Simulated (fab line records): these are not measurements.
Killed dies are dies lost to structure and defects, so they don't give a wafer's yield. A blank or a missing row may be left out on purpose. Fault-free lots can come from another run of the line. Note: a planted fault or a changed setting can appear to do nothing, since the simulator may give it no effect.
fab line records + flow n5-finfet + part 2 of 2: steps 5 to 6 of 6
record
- lots=23
- wafers=69
- last-day=17
route steps=1938 shown PMOS_HMC_CHANNEL_EPI@73 FIN_SAQP@98
lots with no fault: from the same line, run without faults
start-h: start of the lot's first displayed wafer, in hours after the record's first day + wait-h: hours from the lot's prior step to this one + " repeats the value in the row above + L1.1+2: a row that stands for several wafers + - either no value or no given start + * or withheld: withheld + < > ~ a bound
route shown NAME@n: NAME is a module with steps in the file, n the number in the route of the first one + usual: average and standard deviation across the fault-free wafers + same: alike in all rows + chamber/n: place in a boat + sites: per-site readings + _std_site: standard deviation of those values + _edge_site: outer sites' mean less inner sites' + radius-mm: for every site, how far away it sits from the centre of the wafer + mask NAME#n: copy n + behind: tool/chamber where the wafer was last shaped + hold: what put the lot on hold/how long, in hours/how the hold closed + device: names the non-switching transistor (n, p or np) + end of line: the same wafers' tests at the end of the route + a step with no rows: only its recipe + killed: dies that structure and defects cost at the first sort, which is not the same as the wafer's yield + map: shows each die of a wafer: x if killed, . if not, _ if none is there
set.NAME: the setting that was run; set.NAME@STEP: the one run at that earlier step + model.NAME: the simulator's own value behind a step, which no gauge read
one table for each step of the route and one row for each wafer, over a sample of lots
services: from which hour (start-h, from the record's first day; less than 0 if before it) a tool's chamber was out of use, for how many hours, and why
## steps
# step N5_FIN_SAQP_MANDREL2_REMOVE_60
# recipe
- chemistry=HBr/Cl2/O2
- bt-time-s=10
- target=a-Si
- stop-on=SiNx
- endpoint=OES-SiCl
- over-etch-frac=1
- icp-w=600
- bias-w=22
- HBr_flow_sccm=150
- Cl2_flow_sccm=80
- O2_flow_sccm=5
- pressure-mtorr=10
# usual
- O2_flow_sccm=5.002/0.015
- drypump-motor-current-A=5.8/0.45
- mfc-cl2-sccm=79.98/0.24
- oes-product-au=0.997/0.017
- throttle-valve-pct=36.8/0.42
| lot.wafer | tool      | chamber | start-h | wait-h | O2_flow_sccm | drypump-motor-current-A | mfc-cl2-sccm | oes-product-au | rf-hours-counter-h | throttle-valve-pct |
|-----------|-----------|---------|---------|--------|--------------|-------------------------|--------------|----------------|--------------------|--------------------|
| L074.2    | rie-si-04 | 0       | 26.93   | 0.1    | 4.988        | 6.4                     | 79.98        | 1.012          | 124                | 36.9               |
| L074.3    | "         | 1       | "       | "      | 5.022        | 5.1                     | 79.63        | 1.012          | 70                 | 36.6               |
| L074.4    | "         | 0       | "       | "      | 5.010        | 6.4                     | 79.79        | 1.016          | -                  | 36.9               |
| L075.1    | rie-si-03 | 1       | 32.69   | 0.1    | 5.002        | 6.5                     | 79.86        | 0.987          | 173                | 36.6               |
| L075.5    | "         | 2       | "       | "      | 4.991        | 5.5                     | 79.84        | 1.005          | -                  | 37.2               |
| L075.6    | "         | 1       | "       | "      | 4.987        | 6.5                     | 79.91        | 0.999          | -                  | 36.6               |
| L076.3    | rie-si-06 | 2       | 37.33   | 0.1    | 4.972        | 5.9                     | 80.03        | 1.009          | 118                | 37.1               |
| L076.4    | "         | 3       | "       | "      | 5.021        | 5.9                     | 80.17        | 0.982          | 135                | 35.7               |
| L076.6    | "         | 0       | "       | "      | 4.992        | 5.7                     | 79.67        | 0.967          | -                  | 36.6               |
| L077.3    | rie-si-04 | 1       | 45.56   | 0.1    | 5.003        | 5.1                     | 79.96        | 1.011          | 71                 | 36.6               |
| L077.4    | "         | 3       | "       | "      | 4.991        | 5.9                     | 79.87        | 1.019          | 179                | 37.2               |
| L077.6    | "         | 3       | "       | "      | 5.016        | 5.9                     | 80.06        | 1.022          | -                  | 37.2               |
| L078.1    | rie-si-04 | 2       | 51.16   | 0.1    | 5.023        | 6.1                     | 80.23        | 1.027          | 171                | 36.9               |
| L078.5    | "         | 2       | "       | "      | 5.026        | 6.1                     | 80.13        | 1.020          | -                  | 36.9               |
| L078.6    | "         | 1       | "       | "      | 5.035        | 5.1                     | 79.94        | 1.012          | -                  | 36.6               |
| L079.2    | rie-si-06 | 2       | 60.12   | 0.1    | 5.004        | 6.0                     | 79.86        | 1.024          | 118                | 37.1               |
| L079.4    | "         | 3       | "       | "      | 5.006        | 5.9                     | 80.34        | 0.996          | 135                | 35.7               |
| L079.6    | "         | 0       | "       | "      | 4.999        | 5.6                     | 80.04        | 0.966          | -                  | 36.6               |
| L080.4    | rie-si-04 | 3       | 64.24   | 0.0    | 4.996        | 5.8                     | 79.61        | 1.008          | 179                | 37.2               |
| L080.5    | "         | 1       | "       | "      | 5.011        | 5.1                     | 79.92        | 0.995          | -                  | 36.6               |
| L080.6    | "         | 0       | "       | "      | 4.987        | 6.4                     | 79.78        | 1.004          | -                  | 36.9               |
| L081.1    | rie-si-03 | 0       | 69.17   | 0.1    | 4.990        | 5.1                     | 79.77        | 0.975          | 4                  | 37.3               |
| L081.2    | "         | 2       | "       | "      | 5.004        | 5.5                     | 79.52        | 0.993          | 23                 | 37.3               |
| L081.5    | "         | 0       | "       | "      | 4.971        | 5.1                     | 79.85        | 0.964          | -                  | 37.3               |
| L082.1    | rie-si-03 | 0       | 75.74   | 0.1    | 5.013        | 5.1                     | 80.61        | 0.977          | 4                  | 37.3               |
| L082.3    | "         | 1       | "       | "      | 5.030        | 6.5                     | 80.14        | 1.002          | 174                | 36.6               |
| L082.5    | "         | 0       | "       | "      | 5.013        | 5.1                     | 79.89        | 0.975          | -                  | 37.3               |
| L083.1    | rie-si-04 | 1       | 80.58   | 0.1    | 5.000        | 5.1                     | 80.19        | 1.007          | 71                 | 36.6               |
| L083.3    | "         | 3       | "       | "      | 5.004        | 5.9                     | 79.82        | 1.016          | 180                | 37.2               |
| L083.5    | "         | 3       | "       | "      | 4.997        | 5.8                     | 79.78        | 1.007          | -                  | 37.2               |
| L084.3    | rie-si-04 | 3       | 85.39   | 0.1    | 4.979        | 5.8                     | 80.47        | 1.019          | 180                | 37.2               |
| L084.4    | "         | 2       | "       | "      | 5.009        | 6.2                     | 80.07        | 1.017          | 172                | 36.9               |
| L084.5    | "         | 0       | "       | "      | 5.012        | 6.4                     | 79.94        | 0.998          | -                  | 36.9               |
| L085.1    | rie-si-04 | 3       | 94.12   | 0.1    | 5.011        | 5.9                     | 80.20        | 1.015          | 180                | 37.2               |
| L085.4    | "         | 0       | "       | "      | 5.004        | 6.4                     | 80.06        | 1.016          | 126                | 36.9               |
| L085.5    | "         | 0       | "       | "      | 5.003        | 6.4                     | 80.26        | 0.998          | -                  | 36.9               |
| L086.2    | rie-si-06 | 2       | 98.87   | 0.1    | 4.997        | 6.0                     | 80.20        | 1.007          | 118                | 37.1               |
| L086.5    | "         | 3       | "       | "      | 5.022        | 5.9                     | 80.18        | 0.993          | -                  | 35.7               |
| L086.6    | "         | 2       | "       | "      | 4.978        | 6.0                     | 79.97        | 1.023          | -                  | 37.1               |
| L087.1    | rie-si-06 | 2       | 105.53  | 0.1    | 5.001        | 5.9                     | 79.86        | 1.021          | 119                | 37.1               |
| L087.4    | "         | 3       | "       | "      | 5.026        | 5.9                     | 80.05        | 0.988          | 136                | 35.7               |
| L087.5    | "         | 3       | "       | "      | 5.012        | 5.9                     | 80.25        | 0.989          | -                  | 35.7               |
| L088.2    | rie-si-03 | 0       | 110.48  | 0.1    | 4.985        | 5.1                     | 79.79        | 0.970          | 5                  | 37.3               |
| L088.4    | "         | 1       | "       | "      | 4.993        | 6.5                     | 80.05        | 0.994          | 175                | 36.6               |
| L088.6    | "         | 1       | "       | "      | 4.987        | 6.5                     | 80.17        | 0.999          | -                  | 36.6               |
| L089.2    | rie-si-06 | 3       | 115.03  | 0.1    | 4.994        | 6.0                     | 80.12        | 0.993          | 136                | 35.7               |
| L089.4    | "         | 1       | "       | "      | 5.001        | 6.1                     | 80.13        | 0.978          | 127                | 36.1               |
| L089.6    | "         | 3       | "       | "      | 5.002        | 6.0                     | 80.48        | 1.002          | -                  | 35.7               |
| L090.3    | rie-si-03 | 3       | 121.89  | 0.1    | 4.997        | 5.6                     | 80.00        | 0.989          | 58                 | 36.5               |
| L090.5    | "         | 1       | "       | "      | 4.976        | 6.5                     | 79.92        | 0.996          | -                  | 36.6               |
| L090.6    | "         | 2       | "       | "      | 4.997        | 5.5                     | 80.09        | 1.009          | -                  | 37.3               |
| L091.1    | rie-si-03 | 2       | 127.56  | 0.1    | 5.005        | 5.5                     | 79.86        | 0.996          | 25                 | 37.3               |
| L091.2    | "         | 1       | "       | "      | 4.997        | 6.5                     | 79.56        | 0.995          | 175                | 36.6               |
| L091.6    | "         | 1       | "       | "      | 5.028        | 6.5                     | 79.88        | 1.001          | -                  | 36.6               |
| L093.2    | rie-si-03 | 1       | 139.85  | 0.1    | 4.997        | 6.5                     | 79.93        | 0.999          | 175                | 36.6               |
| L093.4    | "         | 2       | "       | "      | 5.014        | 5.5                     | 79.82        | 1.007          | 25                 | 37.3               |
| L093.5    | "         | 2       | "       | "      | 4.993        | 5.5                     | 80.00        | 1.006          | -                  | 37.3               |
| L094.1    | rie-si-03 | 0       | 145.38  | 0.1    | 4.986        | 5.1                     | 79.76        | 0.970          | 6                  | 37.3               |
| L094.2    | "         | 3       | "       | "      | 4.985        | 5.6                     | 80.60        | 1.005          | 59                 | 36.6               |
| L094.4    | "         | 2       | "       | "      | 5.034        | 5.5                     | 79.89        | 0.999          | 25                 | 37.3               |
| L095.1    | rie-si-06 | 1       | 151.22  | 0.1    | 4.989        | 6.1                     | 79.44        | 0.973          | 127                | 36.1               |
| L095.4    | "         | 0       | "       | "      | 5.026        | 5.6                     | 80.20        | 0.966          | -                  | 36.6               |
| L095.5    | "         | 2       | "       | "      | 4.981        | 5.9                     | 80.05        | 1.016          | -                  | 37.1               |
| L096.1    | rie-si-03 | 2       | 158.61  | 0.1    | 5.000        | 5.5                     | 80.17        | 1.006          | 25                 | 37.3               |
| L096.2    | "         | 0       | "       | "      | 5.016        | 5.1                     | 79.74        | 0.976          | 6                  | 37.4               |
| L096.3    | "         | 3       | "       | "      | 4.992        | 5.6                     | 80.13        | 0.988          | 59                 | 36.6               |
| L097.1    | rie-si-03 | 0       | 163.80  | 0.1    | 4.990        | 5.1                     | 79.87        | 0.971          | 6                  | 37.3               |
| L097.2    | "         | 3       | "       | "      | 5.010        | 5.6                     | 80.25        | 1.001          | 59                 | 36.6               |
| L097.6    | "         | 0       | "       | "      | 4.972        | 5.1                     | 80.34        | 0.967          | -                  | 37.3               |
# step N5_FIN_SAQP_CD_MEAS_31
# recipe
- target-cd-nm=8
- landing-energy-ev=1000
- detector=se-inlens
- polarity=line
# usual
- cd-nm=8.07/0.22
| lot.wafer | tool      | chamber | start-h | wait-h | cd-nm |
|-----------|-----------|---------|---------|--------|-------|
| L074.2    | cd-sem-02 | 0       | 27.05   | 0.1    | 8.04  |
| L074.3    | "         | 0       | "       | "      | 8.27  |
| L074.4    | "         | 0       | "       | "      | 7.83  |
| L075.1    | cd-sem-02 | 0       | 32.80   | 0.1    | 7.96  |
| L075.5    | "         | 0       | "       | "      | 7.99  |
| L075.6    | "         | 0       | "       | "      | 8.04  |
| L076.3    | cd-sem-03 | 0       | 37.44   | 0.1    | 8.39  |
| L076.4    | "         | 0       | "       | "      | 7.95  |
| L076.6    | "         | 0       | "       | "      | 8.04  |
| L077.3    | cd-sem-01 | 0       | 45.68   | 0.1    | 8.14  |
| L077.4    | "         | 0       | "       | "      | 7.90  |
| L077.6    | "         | 0       | "       | "      | 8.03  |
| L078.1    | cd-sem-01 | 0       | 51.27   | 0.1    | 8.11  |
| L078.5    | "         | 0       | "       | "      | 7.79  |
| L078.6    | "         | 0       | "       | "      | 8.43  |
| L079.2    | cd-sem-03 | 0       | 60.23   | 0.1    | 8.26  |
| L079.4    | "         | 0       | "       | "      | 8.11  |
| L079.6    | "         | 0       | "       | "      | 8.07  |
| L080.4    | cd-sem-03 | 0       | 64.36   | 0.1    | 8.19  |
| L080.5    | "         | 0       | "       | "      | 8.06  |
| L080.6    | "         | 0       | "       | "      | 7.81  |
| L081.1    | cd-sem-02 | 0       | 69.28   | 0.1    | 8.30  |
| L081.2    | "         | 0       | "       | "      | 8.02  |
| L081.5    | "         | 0       | "       | "      | 8.08  |
| L082.1    | cd-sem-01 | 0       | 75.85   | 0.1    | 8.16  |
| L082.3    | "         | 0       | "       | "      | 7.78  |
| L082.5    | "         | 0       | "       | "      | 8.65  |
| L083.1    | cd-sem-01 | 0       | 80.69   | 0.1    | 7.89  |
| L083.3    | "         | 0       | "       | "      | 8.03  |
| L083.5    | "         | 0       | "       | "      | 8.11  |
| L084.3    | cd-sem-03 | 0       | 85.50   | 0.1    | 7.78  |
| L084.4    | "         | 0       | "       | "      | 8.07  |
| L084.5    | "         | 0       | "       | "      | 8.24  |
| L085.1    | cd-sem-01 | 0       | 94.22   | 0.1    | 7.97  |
| L085.4    | "         | 0       | "       | "      | 7.94  |
| L085.5    | "         | 0       | "       | "      | 7.98  |
| L086.2    | cd-sem-03 | 0       | 98.98   | 0.1    | 8.16  |
| L086.5    | "         | 0       | "       | "      | 7.80  |
| L086.6    | "         | 0       | "       | "      | 8.14  |
| L087.1    | cd-sem-03 | 0       | 105.64  | 0.1    | 7.89  |
| L087.4    | "         | 0       | "       | "      | 7.73  |
| L087.5    | "         | 0       | "       | "      | 7.69  |
| L088.2    | cd-sem-02 | 0       | 110.59  | 0.1    | 7.87  |
| L088.4    | "         | 0       | "       | "      | 7.90  |
| L088.6    | "         | 0       | "       | "      | 8.25  |
| L089.2    | cd-sem-03 | 0       | 115.14  | 0.1    | 7.83  |
| L089.4    | "         | 0       | "       | "      | 8.00  |
| L089.6    | "         | 0       | "       | "      | 7.32  |
| L090.3    | cd-sem-03 | 0       | 122.01  | 0.1    | 7.99  |
| L090.5    | "         | 0       | "       | "      | 8.27  |
| L090.6    | "         | 0       | "       | "      | 8.31  |
| L091.1    | cd-sem-03 | 0       | 127.67  | 0.1    | 8.23  |
| L091.2    | "         | 0       | "       | "      | 8.20  |
| L091.6    | "         | 0       | "       | "      | 7.98  |
| L093.2    | cd-sem-01 | 0       | 139.97  | 0.1    | 7.99  |
| L093.4    | "         | 0       | "       | "      | 8.11  |
| L093.5    | "         | 0       | "       | "      | 8.43  |
| L094.1    | cd-sem-01 | 0       | 145.49  | 0.1    | 8.38  |
| L094.2    | "         | 0       | "       | "      | 8.40  |
| L094.4    | "         | 0       | "       | "      | 8.00  |
| L095.1    | cd-sem-01 | 0       | 151.33  | 0.1    | 8.08  |
| L095.4    | "         | 0       | "       | "      | 7.62  |
| L095.5    | "         | 0       | "       | "      | 7.67  |
| L096.1    | cd-sem-01 | 0       | 158.72  | 0.1    | 8.24  |
| L096.2    | "         | 0       | "       | "      | 8.17  |
| L096.3    | "         | 0       | "       | "      | 8.05  |
| L097.1    | cd-sem-01 | 0       | 163.91  | 0.1    | 8.68  |
| L097.2    | "         | 0       | "       | "      | 8.30  |
| L097.6    | "         | 0       | "       | "      | 8.03  |
## services
| tool        | chamber | start-h | hours | kind                          |
|-------------|---------|---------|-------|-------------------------------|
| rie-si-06   | 1       | -3.30   | 6.6   | repair                        |
| rie-si-05   | 3       | 3.65    | 6.4   | repair                        |
| rie-si-04   | 2       | 24.06   | 12.7  | repair                        |
| rie-diel-01 | 2       | 33.57   | 4.7   | repair                        |
| pecvd-01    | -       | 34.00   | 0.7   | repair                        |
| rie-diel-06 | -       | 36.66   | 28.1  | pm                            |
| rie-diel-04 | 0       | 40.05   | -     | clean                         |
| rie-diel-04 | 0       | 40.05   | -     | consumable-replace:focus-ring |
| rie-diel-04 | 0       | 40.05   | 16.9  | scheduled-down                |
| rie-diel-04 | 0       | 40.05   | 16.9  | vent-cycle                    |
| rie-si-03   | -       | 53.19   | 14.6  | pm                            |
| rie-diel-01 | 3       | 64.59   | 9.1   | repair                        |
| pecvd-04    | -       | 68.87   | 14.6  | pm                            |
| rie-diel-06 | 3       | 73.33   | 7.0   | repair                        |
| rie-si-04   | -       | 80.68   | 0.2   | repair                        |
| rie-si-06   | -       | 83.44   | 14.6  | pm                            |
| pecvd-01    | -       | 94.47   | 1.4   | repair                        |
| rie-si-02   | 0       | 95.08   | 3.3   | repair                        |
| rie-diel-04 | 0       | 102.22  | 2.3   | repair                        |
| rie-si-05   | 2       | 106.40  | 1.9   | repair                        |
| rie-si-06   | 1       | 110.26  | 2.6   | repair                        |
| rie-si-06   | 3       | 140.30  | 4.8   | repair                        |
| rie-si-06   | 3       | 148.23  | 3.2   | repair                        |
| rie-diel-06 | 0       | 155.65  | 13.1  | repair                        |
